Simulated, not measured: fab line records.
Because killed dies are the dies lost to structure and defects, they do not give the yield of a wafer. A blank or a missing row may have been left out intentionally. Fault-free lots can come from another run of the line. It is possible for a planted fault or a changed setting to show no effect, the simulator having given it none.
fab line records :: flow n5_finfet :: part 2 of 2: steps 19 to 26 of 26
[record]
  lots = 5
  wafers = 15
  last_day = 16
route steps=1938 shown SDB@356 DUMMY_REMOVAL@377
lots that met no fault: taken from a fault-free run of the same line
start_h: start of the lot's first displayed wafer, in hours after the record's first day :: wait_h: hours from the lot's prior step to this one :: " the same as in the row above :: L1.1+2: several wafers, shown together as one row :: - no value, or no start given :: * or withheld: withheld :: < > ~ a bound
route shown NAME@n: NAME is a module with steps in the file, n the number in the route of the first one :: usual: mean/standard deviation of fault-free wafers :: same: alike in all rows :: chamber/n: place in a boat :: sites: each site's reading :: _std_site: the standard deviation of these :: _edge_site: mean of outer sites minus mean of inner sites :: radius_mm: for every site, how far away it sits from the centre of the wafer :: mask NAME#n: copy n :: behind: the most recent tool/chamber to have shaped the wafer :: hold: cause of the lot's hold/its duration in hours/its outcome :: device: the n, p or np transistor that did not switch :: end of line: the same wafers' tests at the end of the route :: for a step that has no rows: nothing shown but its recipe :: killed: dies that structure and defects cost at the first sort, which is not the same as the wafer's yield :: map: dies across one wafer; x = killed, . = not, _ = none there
set.NAME: setting as actually run; set.NAME@STEP: the setting as run at that earlier step :: model.NAME: the simulator's own value behind a step, which no gauge read
lots at some steps of the route; a table a step, a row a wafer
services: when a tool's chamber went out of use (start_h, in hours from the record's first day, below 0 if earlier), for how many hours, and the reason
[[steps]]
[step N5_SDB_CMP_30]
[recipe]
  stop_on = poly-Si
  t_overpolish_s = 1.54
  post_cmp_clean = alkaline_brush
  down_force_psi = 4.1491
  platen_rpm = 51.796
  pad_velocity_m_s = 1.0306
  target_thk_nm = 30
[usual]
  edge_zone_pressure_frac = 1.000/0.0048
  motor_current_A = 13.0/1.3
  overpolish_run_s = 1.539/0.0099
  time_to_endpoint_s = 18.1/2.1
lot.wafer: L087.4
tool: cmp-01
chamber: 2
start_h: 149.12
wait_h: 1.5
edge_zone_pressure_frac: 0.997
motor_current_A: 12.7
overpolish_run_s: 1.537
time_to_endpoint_s: 18.6

lot.wafer: L087.6
tool: cmp-01
chamber: 3
start_h: 149.12
wait_h: 1.5
edge_zone_pressure_frac: 1.002
motor_current_A: 14.3
overpolish_run_s: 1.536
time_to_endpoint_s: 18.8

lot.wafer: L087.5
tool: cmp-01
chamber: 0
start_h: 149.12
wait_h: 1.5
edge_zone_pressure_frac: 1.005
motor_current_A: 15.2
overpolish_run_s: 1.524
time_to_endpoint_s: 19.7

lot.wafer: L088.1
tool: cmp-02
chamber: 2
start_h: 157.32
wait_h: 1.4
edge_zone_pressure_frac: 0.998
motor_current_A: 12.0
overpolish_run_s: 1.522
time_to_endpoint_s: 19.9

lot.wafer: L088.3
tool: cmp-02
chamber: 0
start_h: 157.32
wait_h: 1.4
edge_zone_pressure_frac: 0.994
motor_current_A: 10.9
overpolish_run_s: 1.548
time_to_endpoint_s: 19.1

lot.wafer: L088.4
tool: cmp-02
chamber: 1
start_h: 157.32
wait_h: 1.4
edge_zone_pressure_frac: 0.995
motor_current_A: 14.2
overpolish_run_s: 1.536
time_to_endpoint_s: 20.1

lot.wafer: L089.3
tool: cmp-03
chamber: 3
start_h: 159.60
wait_h: 1.4
edge_zone_pressure_frac: 0.990
motor_current_A: 13.1
overpolish_run_s: 1.542
time_to_endpoint_s: 17.6

lot.wafer: L089.2
tool: cmp-03
chamber: 1
start_h: 159.60
wait_h: 1.4
edge_zone_pressure_frac: 0.997
motor_current_A: 13.8
overpolish_run_s: 1.524
time_to_endpoint_s: 16.2

lot.wafer: L089.5
tool: cmp-03
chamber: 2
start_h: 159.60
wait_h: 1.4
edge_zone_pressure_frac: 1.009
motor_current_A: 14.2
overpolish_run_s: 1.553
time_to_endpoint_s: 18.1

lot.wafer: L091.4
tool: cmp-03
chamber: 2
start_h: 171.84
wait_h: 1.4
edge_zone_pressure_frac: 0.994
motor_current_A: 14.3
overpolish_run_s: 1.535
time_to_endpoint_s: 22.6

lot.wafer: L091.6
tool: cmp-03
chamber: 2
start_h: 171.84
wait_h: 1.4
edge_zone_pressure_frac: 0.997
motor_current_A: 13.7
overpolish_run_s: 1.556
time_to_endpoint_s: 21.1

lot.wafer: L091.5
tool: cmp-03
chamber: 3
start_h: 171.84
wait_h: 1.4
edge_zone_pressure_frac: 1.003
motor_current_A: 12.3
overpolish_run_s: 1.524
time_to_endpoint_s: 19.8

lot.wafer: L093.3
tool: cmp-01
chamber: 0
start_h: 187.79
wait_h: 1.4
edge_zone_pressure_frac: 0.996
motor_current_A: 15.0
overpolish_run_s: 1.529
time_to_endpoint_s: 17.7

lot.wafer: L093.4
tool: cmp-01
chamber: 1
start_h: 187.79
wait_h: 1.4
edge_zone_pressure_frac: 1.004
motor_current_A: 11.3
overpolish_run_s: 1.535
time_to_endpoint_s: 18.3

lot.wafer: L093.2
tool: cmp-01
chamber: 3
start_h: 187.79
wait_h: 1.4
edge_zone_pressure_frac: 0.999
motor_current_A: 13.9
overpolish_run_s: 1.543
time_to_endpoint_s: 15.0
[step N5_SDB_THK_MEAS_31]
[recipe]
  reads = a-Si_of_DUMMY_GATE_CVD_03
[usual]
  SDB_THK = 64.2/0.99
lot.wafer: L087.4
tool: film_metro-01
chamber: -
start_h: 149.31
wait_h: -
SDB_THK[nm]: 64.3

lot.wafer: L087.5
tool: film_metro-01
chamber: -
start_h: 149.31
wait_h: -
SDB_THK[nm]: 63.9

lot.wafer: L087.6
tool: film_metro-01
chamber: -
start_h: 149.31
wait_h: -
SDB_THK[nm]: 63.9

lot.wafer: L088.1
tool: film_metro-02
chamber: -
start_h: 157.62
wait_h: -
SDB_THK[nm]: 63.5

lot.wafer: L088.3
tool: film_metro-02
chamber: -
start_h: 157.62
wait_h: -
SDB_THK[nm]: 64.1

lot.wafer: L088.4
tool: film_metro-02
chamber: -
start_h: 157.62
wait_h: -
SDB_THK[nm]: 63.1

lot.wafer: L089.2
tool: film_metro-02
chamber: -
start_h: 159.86
wait_h: -
SDB_THK[nm]: 63.4

lot.wafer: L089.3
tool: film_metro-02
chamber: -
start_h: 159.86
wait_h: -
SDB_THK[nm]: 66.0

lot.wafer: L089.5
tool: film_metro-02
chamber: -
start_h: 159.86
wait_h: -
SDB_THK[nm]: 64.1

lot.wafer: L091.4
tool: film_metro-01
chamber: -
start_h: 172.13
wait_h: -
SDB_THK[nm]: 62.8

lot.wafer: L091.5
tool: film_metro-01
chamber: -
start_h: 172.13
wait_h: -
SDB_THK[nm]: 64.1

lot.wafer: L091.6
tool: film_metro-01
chamber: -
start_h: 172.13
wait_h: -
SDB_THK[nm]: 63.5

lot.wafer: L093.2
tool: film_metro-02
chamber: -
start_h: 188.09
wait_h: -
SDB_THK[nm]: 64.8

lot.wafer: L093.3
tool: film_metro-02
chamber: -
start_h: 188.09
wait_h: -
SDB_THK[nm]: 64.2

lot.wafer: L093.4
tool: film_metro-02
chamber: -
start_h: 188.09
wait_h: -
SDB_THK[nm]: 62.2
[step N5_SDB_INSPECT_36]
[recipe]
  inspect_instrument = darkfield
  mode = post_cmp
[usual]
  raw_defect_count = 37/17
lot.wafer: L087.4
tool: defect_inspect-01
chamber: -
start_h: 149.33
wait_h: 0.0
raw_defect_count: 22

lot.wafer: L087.5
tool: defect_inspect-01
chamber: -
start_h: 149.33
wait_h: 0.0
raw_defect_count: 28

lot.wafer: L087.6
tool: defect_inspect-01
chamber: -
start_h: 149.33
wait_h: 0.0
raw_defect_count: 38

lot.wafer: L088.1
tool: defect_inspect-01
chamber: -
start_h: 157.64
wait_h: 0.0
raw_defect_count: 22

lot.wafer: L088.3
tool: defect_inspect-01
chamber: -
start_h: 157.64
wait_h: 0.0
raw_defect_count: 26

lot.wafer: L088.4
tool: defect_inspect-01
chamber: -
start_h: 157.64
wait_h: 0.0
raw_defect_count: 16

lot.wafer: L089.2
tool: defect_inspect-01
chamber: -
start_h: 159.88
wait_h: 0.0
raw_defect_count: 58

lot.wafer: L089.3
tool: defect_inspect-01
chamber: -
start_h: 159.88
wait_h: 0.0
raw_defect_count: 23

lot.wafer: L089.5
tool: defect_inspect-01
chamber: -
start_h: 159.88
wait_h: 0.0
raw_defect_count: 59

lot.wafer: L091.4
tool: defect_inspect-01
chamber: -
start_h: 172.16
wait_h: 0.0
raw_defect_count: 18

lot.wafer: L091.5
tool: defect_inspect-01
chamber: -
start_h: 172.16
wait_h: 0.0
raw_defect_count: 12

lot.wafer: L091.6
tool: defect_inspect-01
chamber: -
start_h: 172.16
wait_h: 0.0
raw_defect_count: 36

lot.wafer: L093.2
tool: defect_inspect-02
chamber: -
start_h: 188.11
wait_h: 0.0
raw_defect_count: 39

lot.wafer: L093.3
tool: defect_inspect-02
chamber: -
start_h: 188.11
wait_h: 0.0
raw_defect_count: 27

lot.wafer: L093.4
tool: defect_inspect-02
chamber: -
start_h: 188.11
wait_h: 0.0
raw_defect_count: 26
[step N5_DUMMY_REMOVAL_HM_STRIP_01]
[recipe]
  chemistry = CH3F/O2
  material = SiNx
  target_depth_a = 40
  stop_on = poly-Si
  time_s = 6.8
  over_etch_frac = 0.3
  ion_energy_ev = 60
  power_w = 410
  bias_w = 29
  Ar_flow_sccm = 150
  CH3F_flow_sccm = 30
  O2_flow_sccm = 20
[usual]
  CH3F_flow_sccm = 30.00/0.09
  drypump_motor_current_A = 5.6/0.48
  oes_product_au = 0.67/0.068
  rf_vpp_V = 127.7/1
  showerhead_plenum_p_Torr = 2.03/0.063
  throttle_valve_pct = 16.26/0.26
lot.wafer: L087.4
tool: rie_diel-02
chamber: 1
start_h: 149.38
wait_h: 0.0
CH3F_flow_sccm: 30.01
drypump_motor_current_A: 5.8
oes_product_au: 0.56
rf_hours_counter_h: 232
rf_vpp_V: 127.0
showerhead_plenum_p_Torr: 1.98
throttle_valve_pct: 16.81

lot.wafer: L087.5
tool: rie_diel-02
chamber: 3
start_h: 149.38
wait_h: 0.0
CH3F_flow_sccm: 30.01
drypump_motor_current_A: 4.9
oes_product_au: 0.57
rf_hours_counter_h: -
rf_vpp_V: 127.1
showerhead_plenum_p_Torr: 2.06
throttle_valve_pct: 16.54

lot.wafer: L087.6
tool: rie_diel-02
chamber: 0
start_h: 149.38
wait_h: 0.0
CH3F_flow_sccm: 29.96
drypump_motor_current_A: 6.1
oes_product_au: 0.62
rf_hours_counter_h: -
rf_vpp_V: 129.9
showerhead_plenum_p_Torr: 2.08
throttle_valve_pct: 15.95

lot.wafer: L088.1
tool: rie_diel-01
chamber: 1
start_h: 157.68
wait_h: 0.0
CH3F_flow_sccm: 30.07
drypump_motor_current_A: 5.7
oes_product_au: 0.63
rf_hours_counter_h: 129
rf_vpp_V: 127.9
showerhead_plenum_p_Torr: 2.01
throttle_valve_pct: 16.25

lot.wafer: L088.3
tool: rie_diel-01
chamber: 2
start_h: 157.68
wait_h: 0.0
CH3F_flow_sccm: 30.18
drypump_motor_current_A: 4.9
oes_product_au: 0.67
rf_hours_counter_h: 74
rf_vpp_V: 126.3
showerhead_plenum_p_Torr: 1.94
throttle_valve_pct: 16.02

lot.wafer: L088.4
tool: rie_diel-01
chamber: 3
start_h: 157.68
wait_h: 0.0
CH3F_flow_sccm: 30.02
drypump_motor_current_A: 5.5
oes_product_au: 0.72
rf_hours_counter_h: 29
rf_vpp_V: 127.5
showerhead_plenum_p_Torr: 2.04
throttle_valve_pct: 16.19

lot.wafer: L089.2
tool: rie_diel-02
chamber: 0
start_h: 159.92
wait_h: 0.0
CH3F_flow_sccm: 30.01
drypump_motor_current_A: 6.1
oes_product_au: 0.62
rf_hours_counter_h: 138
rf_vpp_V: 127.3
showerhead_plenum_p_Torr: 2.08
throttle_valve_pct: 15.94

lot.wafer: L089.3
tool: rie_diel-02
chamber: 1
start_h: 159.92
wait_h: 0.0
CH3F_flow_sccm: 30.14
drypump_motor_current_A: 5.8
oes_product_au: 0.56
rf_hours_counter_h: 235
rf_vpp_V: 128.7
showerhead_plenum_p_Torr: 1.98
throttle_valve_pct: 16.80

lot.wafer: L089.5
tool: rie_diel-02
chamber: 2
start_h: 159.92
wait_h: 0.0
CH3F_flow_sccm: 30.02
drypump_motor_current_A: 5.1
oes_product_au: 0.66
rf_hours_counter_h: -
rf_vpp_V: 127.0
showerhead_plenum_p_Torr: 1.94
throttle_valve_pct: 16.34

lot.wafer: L091.4
tool: rie_diel-03
chamber: 3
start_h: 172.21
wait_h: 0.0
CH3F_flow_sccm: 29.94
drypump_motor_current_A: 5.7
oes_product_au: 0.74
rf_hours_counter_h: -
rf_vpp_V: 127.4
showerhead_plenum_p_Torr: 2.04
throttle_valve_pct: 16.15

lot.wafer: L091.5
tool: rie_diel-03
chamber: 0
start_h: 172.21
wait_h: 0.0
CH3F_flow_sccm: 30.02
drypump_motor_current_A: 5.7
oes_product_au: 0.77
rf_hours_counter_h: -
rf_vpp_V: 127.0
showerhead_plenum_p_Torr: 1.97
throttle_valve_pct: 15.78

lot.wafer: L091.6
tool: rie_diel-03
chamber: 1
start_h: 172.21
wait_h: 0.0
CH3F_flow_sccm: 30.21
drypump_motor_current_A: 6.6
oes_product_au: 0.59
rf_hours_counter_h: -
rf_vpp_V: 126.9
showerhead_plenum_p_Torr: 2.06
throttle_valve_pct: 16.40

lot.wafer: L093.2
tool: rie_diel-01
chamber: 0
start_h: 188.19
wait_h: 0.1
CH3F_flow_sccm: 30.09
drypump_motor_current_A: 5.8
oes_product_au: 0.68
rf_hours_counter_h: 51
rf_vpp_V: 127.1
showerhead_plenum_p_Torr: 2.12
throttle_valve_pct: 16.41

lot.wafer: L093.3
tool: rie_diel-01
chamber: 1
start_h: 188.19
wait_h: 0.1
CH3F_flow_sccm: 29.97
drypump_motor_current_A: 5.7
oes_product_au: 0.63
rf_hours_counter_h: 139
rf_vpp_V: 127.4
showerhead_plenum_p_Torr: 2.01
throttle_valve_pct: 16.26

lot.wafer: L093.4
tool: rie_diel-01
chamber: 3
start_h: 188.19
wait_h: 0.1
CH3F_flow_sccm: 30.03
drypump_motor_current_A: 5.5
oes_product_au: 0.71
rf_hours_counter_h: 38
rf_vpp_V: 129.7
showerhead_plenum_p_Torr: 2.04
throttle_valve_pct: 16.20
[step N5_DUMMY_REMOVAL_STRIP_10]
[recipe]
  chemistry = N2/H2
  time_s = 40
  power_w = 100
  temp_c = 40
  pressure_mtorr = 100
  rf_frequency_hz = 6e+07
  bias_power_w = 3
  n2_flow_sccm = 300
  h2_flow_sccm = 300
[usual]
  drypump_motor_current_A = 5.7/0.48
  oes_product_au = 0.82/0.086
  rf_vpp_V = 45.4/0.76
  showerhead_plenum_p_Torr = 3.43/0.1
  throttle_valve_pct = 12.09/0.26
lot.wafer: L087.4
tool: rie_diel-02
chamber: 1
start_h: 149.41
wait_h: 0.0
drypump_motor_current_A: 5.8
oes_product_au: 0.70
rf_hours_counter_h: 232
rf_vpp_V: 44.5
showerhead_plenum_p_Torr: 3.33
throttle_valve_pct: 12.64

lot.wafer: L087.5
tool: rie_diel-02
chamber: 3
start_h: 149.41
wait_h: 0.0
drypump_motor_current_A: 4.9
oes_product_au: 0.70
rf_hours_counter_h: -
rf_vpp_V: 47.5
showerhead_plenum_p_Torr: 3.46
throttle_valve_pct: 12.42

lot.wafer: L087.6
tool: rie_diel-02
chamber: 0
start_h: 149.41
wait_h: 0.0
drypump_motor_current_A: 6.1
oes_product_au: 0.78
rf_hours_counter_h: -
rf_vpp_V: 46.6
showerhead_plenum_p_Torr: 3.53
throttle_valve_pct: 11.99

lot.wafer: L088.1
tool: rie_diel-01
chamber: 1
start_h: 157.71
wait_h: 0.0
drypump_motor_current_A: 5.7
oes_product_au: 0.78
rf_hours_counter_h: 129
rf_vpp_V: 45.0
showerhead_plenum_p_Torr: 3.40
throttle_valve_pct: 12.13

lot.wafer: L088.3
tool: rie_diel-01
chamber: 2
start_h: 157.71
wait_h: 0.0
drypump_motor_current_A: 4.9
oes_product_au: 0.83
rf_hours_counter_h: 74
rf_vpp_V: 45.1
showerhead_plenum_p_Torr: 3.28
throttle_valve_pct: 11.82

lot.wafer: L088.4
tool: rie_diel-01
chamber: 3
start_h: 157.71
wait_h: 0.0
drypump_motor_current_A: 5.5
oes_product_au: 0.90
rf_hours_counter_h: 29
rf_vpp_V: 46.2
showerhead_plenum_p_Torr: 3.44
throttle_valve_pct: 11.93

lot.wafer: L089.2
tool: rie_diel-02
chamber: 0
start_h: 159.95
wait_h: 0.0
drypump_motor_current_A: 6.1
oes_product_au: 0.77
rf_hours_counter_h: 138
rf_vpp_V: 45.5
showerhead_plenum_p_Torr: 3.53
throttle_valve_pct: 12.02

lot.wafer: L089.3
tool: rie_diel-02
chamber: 1
start_h: 159.95
wait_h: 0.0
drypump_motor_current_A: 5.8
oes_product_au: 0.69
rf_hours_counter_h: 235
rf_vpp_V: 45.4
showerhead_plenum_p_Torr: 3.33
throttle_valve_pct: 12.64

lot.wafer: L089.5
tool: rie_diel-02
chamber: 2
start_h: 159.95
wait_h: 0.0
drypump_motor_current_A: 5.1
oes_product_au: 0.82
rf_hours_counter_h: -
rf_vpp_V: 44.7
showerhead_plenum_p_Torr: 3.28
throttle_valve_pct: 12.13

lot.wafer: L091.4
tool: rie_diel-03
chamber: 3
start_h: 172.26
wait_h: 0.0
drypump_motor_current_A: 5.8
oes_product_au: 0.91
rf_hours_counter_h: -
rf_vpp_V: 45.2
showerhead_plenum_p_Torr: 3.44
throttle_valve_pct: 11.97

lot.wafer: L091.5
tool: rie_diel-03
chamber: 0
start_h: 172.26
wait_h: 0.0
drypump_motor_current_A: 5.7
oes_product_au: 0.96
rf_hours_counter_h: -
rf_vpp_V: 45.5
showerhead_plenum_p_Torr: 3.32
throttle_valve_pct: 11.61

lot.wafer: L091.6
tool: rie_diel-03
chamber: 1
start_h: 172.26
wait_h: 0.0
drypump_motor_current_A: 6.6
oes_product_au: 0.73
rf_hours_counter_h: -
rf_vpp_V: 46.9
showerhead_plenum_p_Torr: 3.48
throttle_valve_pct: 12.31

lot.wafer: L093.2
tool: rie_diel-01
chamber: 0
start_h: 188.22
wait_h: 0.0
drypump_motor_current_A: 5.8
oes_product_au: 0.83
rf_hours_counter_h: 51
rf_vpp_V: 44.5
showerhead_plenum_p_Torr: 3.56
throttle_valve_pct: 12.12

lot.wafer: L093.3
tool: rie_diel-01
chamber: 1
start_h: 188.22
wait_h: 0.0
drypump_motor_current_A: 5.7
oes_product_au: 0.78
rf_hours_counter_h: 139
rf_vpp_V: 45.5
showerhead_plenum_p_Torr: 3.39
throttle_valve_pct: 12.15

lot.wafer: L093.4
tool: rie_diel-01
chamber: 3
start_h: 188.22
wait_h: 0.0
drypump_motor_current_A: 5.5
oes_product_au: 0.89
rf_hours_counter_h: 38
rf_vpp_V: 44.4
showerhead_plenum_p_Torr: 3.43
throttle_valve_pct: 11.96
[step N5_DUMMY_REMOVAL_PRECLEAN_07]
[recipe]
  chemistry = dHF
  time_s = 30
  temp_c = 25
  dilution = withheld
lot.wafer: L087.4+5+6
tool: wet_bench-01
chamber: 2,6,1
start_h: 149.51
wait_h: 0.1

lot.wafer: L088.1+3+4
tool: wet_bench-02
chamber: 5,6,3
start_h: 157.80
wait_h: 0.1

lot.wafer: L089.2+3+5
tool: wet_bench-04
chamber: 7,0,6
start_h: 160.04
wait_h: 0.1

lot.wafer: L091.4+5+6
tool: wet_bench-02
chamber: 3,7,1
start_h: 172.32
wait_h: 0.0

lot.wafer: L093.2+3+4
tool: wet_bench-04
chamber: 5,3,4
start_h: 188.31
wait_h: 0.1
[step N5_DUMMY_REMOVAL_DUMMY_REMOVE_02]
[recipe]
  chemistry = TMAH
  temp_c = 70
  target = poly-Si
  stop_on = SiO2
  target_depth_nm = 142
  conc_wt_pct = 5
  time_s = 57
  dry = ipa_marangoni
  rinse_time_s = 30
  rinse_temp_c = 23
[usual]
  rinse_temp_c = 23.01/0.11
lot.wafer: L087.4
tool: wet_bench-01
chamber: 2
start_h: 149.52
wait_h: 0.0
rinse_temp_c: 23.04

lot.wafer: L087.5
tool: wet_bench-01
chamber: 6
start_h: 149.52
wait_h: 0.0
rinse_temp_c: 22.92

lot.wafer: L087.6
tool: wet_bench-01
chamber: 1
start_h: 149.52
wait_h: 0.0
rinse_temp_c: 23.05

lot.wafer: L088.1
tool: wet_bench-02
chamber: 5
start_h: 157.82
wait_h: 0.0
rinse_temp_c: 23.04

lot.wafer: L088.3
tool: wet_bench-02
chamber: 6
start_h: 157.82
wait_h: 0.0
rinse_temp_c: 22.90

lot.wafer: L088.4
tool: wet_bench-02
chamber: 3
start_h: 157.82
wait_h: 0.0
rinse_temp_c: 22.89

lot.wafer: L089.2
tool: wet_bench-04
chamber: 7
start_h: 160.06
wait_h: 0.0
rinse_temp_c: 22.99

lot.wafer: L089.3
tool: wet_bench-04
chamber: 0
start_h: 160.06
wait_h: 0.0
rinse_temp_c: 23.20

lot.wafer: L089.5
tool: wet_bench-04
chamber: 6
start_h: 160.06
wait_h: 0.0
rinse_temp_c: 23.22

lot.wafer: L091.4
tool: wet_bench-02
chamber: 3
start_h: 172.34
wait_h: 0.0
rinse_temp_c: 23.03

lot.wafer: L091.5
tool: wet_bench-02
chamber: 7
start_h: 172.34
wait_h: 0.0
rinse_temp_c: 23.15

lot.wafer: L091.6
tool: wet_bench-02
chamber: 1
start_h: 172.34
wait_h: 0.0
rinse_temp_c: 23.00

lot.wafer: L093.2
tool: wet_bench-04
chamber: 5
start_h: 188.32
wait_h: 0.0
rinse_temp_c: 23.24

lot.wafer: L093.3
tool: wet_bench-04
chamber: 3
start_h: 188.32
wait_h: 0.0
rinse_temp_c: 23.07

lot.wafer: L093.4
tool: wet_bench-04
chamber: 4
start_h: 188.32
wait_h: 0.0
rinse_temp_c: 22.86
[step N5_DUMMY_REMOVAL_INSPECT_06]
[recipe]
  inspect_instrument = brightfield
  mode = aei
[usual]
  raw_defect_count = 11/5
lot.wafer: L087.4
tool: defect_inspect-02
chamber: -
start_h: 149.57
wait_h: 0.0
raw_defect_count: 3

lot.wafer: L087.5
tool: defect_inspect-02
chamber: -
start_h: 149.57
wait_h: 0.0
raw_defect_count: 16

lot.wafer: L087.6
tool: defect_inspect-02
chamber: -
start_h: 149.57
wait_h: 0.0
raw_defect_count: 6

lot.wafer: L088.1
tool: defect_inspect-02
chamber: -
start_h: 157.87
wait_h: 0.0
raw_defect_count: 10

lot.wafer: L088.3
tool: defect_inspect-02
chamber: -
start_h: 157.87
wait_h: 0.0
raw_defect_count: 9

lot.wafer: L088.4
tool: defect_inspect-02
chamber: -
start_h: 157.87
wait_h: 0.0
raw_defect_count: 9

lot.wafer: L089.2
tool: defect_inspect-02
chamber: -
start_h: 160.11
wait_h: 0.0
raw_defect_count: 16

lot.wafer: L089.3
tool: defect_inspect-02
chamber: -
start_h: 160.11
wait_h: 0.0
raw_defect_count: 9

lot.wafer: L089.5
tool: defect_inspect-02
chamber: -
start_h: 160.11
wait_h: 0.0
raw_defect_count: 7

lot.wafer: L091.4
tool: defect_inspect-02
chamber: -
start_h: 172.43
wait_h: 0.0
raw_defect_count: 4

lot.wafer: L091.5
tool: defect_inspect-02
chamber: -
start_h: 172.43
wait_h: 0.0
raw_defect_count: 15

lot.wafer: L091.6
tool: defect_inspect-02
chamber: -
start_h: 172.43
wait_h: 0.0
raw_defect_count: 7

lot.wafer: L093.2
tool: defect_inspect-02
chamber: -
start_h: 188.38
wait_h: 0.0
raw_defect_count: 10

lot.wafer: L093.3
tool: defect_inspect-02
chamber: -
start_h: 188.38
wait_h: 0.0
raw_defect_count: 26

lot.wafer: L093.4
tool: defect_inspect-02
chamber: -
start_h: 188.38
wait_h: 0.0
raw_defect_count: 9
[[services]]
tool: cmp-01
chamber: -
start_h: 121.17
hours: 3.7
kind: repair

tool: cmp-02
chamber: -
start_h: 122.16
hours: -
kind: consumable_replace:conditioner

tool: cmp-02
chamber: -
start_h: 122.16
hours: -
kind: consumable_replace:pad

tool: rie_diel-05
chamber: 2
start_h: 132.80
hours: 6.0
kind: repair

tool: rie_si-03
chamber: 1
start_h: 135.65
hours: 12.0
kind: repair

tool: rie_diel-01
chamber: 3
start_h: 135.89
hours: 14.2
kind: repair

tool: rie_diel-04
chamber: 3
start_h: 137.04
hours: -
kind: clean

tool: rie_diel-04
chamber: 3
start_h: 137.04
hours: -
kind: consumable_replace:focus_ring

tool: rie_diel-04
chamber: 3
start_h: 137.04
hours: 17.2
kind: scheduled_down

tool: rie_diel-04
chamber: 3
start_h: 137.04
hours: 17.2
kind: vent_cycle

tool: rie_si-03
chamber: 2
start_h: 137.21
hours: 5.9
kind: repair

tool: cmp-01
chamber: -
start_h: 140.30
hours: 2.7
kind: repair

tool: rie_diel-02
chamber: 0
start_h: 141.71
hours: 3.3
kind: repair

tool: cmp-03
chamber: -
start_h: 148.96
hours: 0.9
kind: repair

tool: rie_diel-03
chamber: 3
start_h: 151.46
hours: 4.3
kind: repair

tool: wet_bench-02
chamber: -
start_h: 151.51
hours: 1.9
kind: repair

tool: cmp-01
chamber: -
start_h: 157.30
hours: 1.3
kind: repair

tool: rie_diel-03
chamber: 2
start_h: 170.31
hours: 8.0
kind: repair

tool: rie_si-03
chamber: 0
start_h: 184.74
hours: 16.4
kind: repair
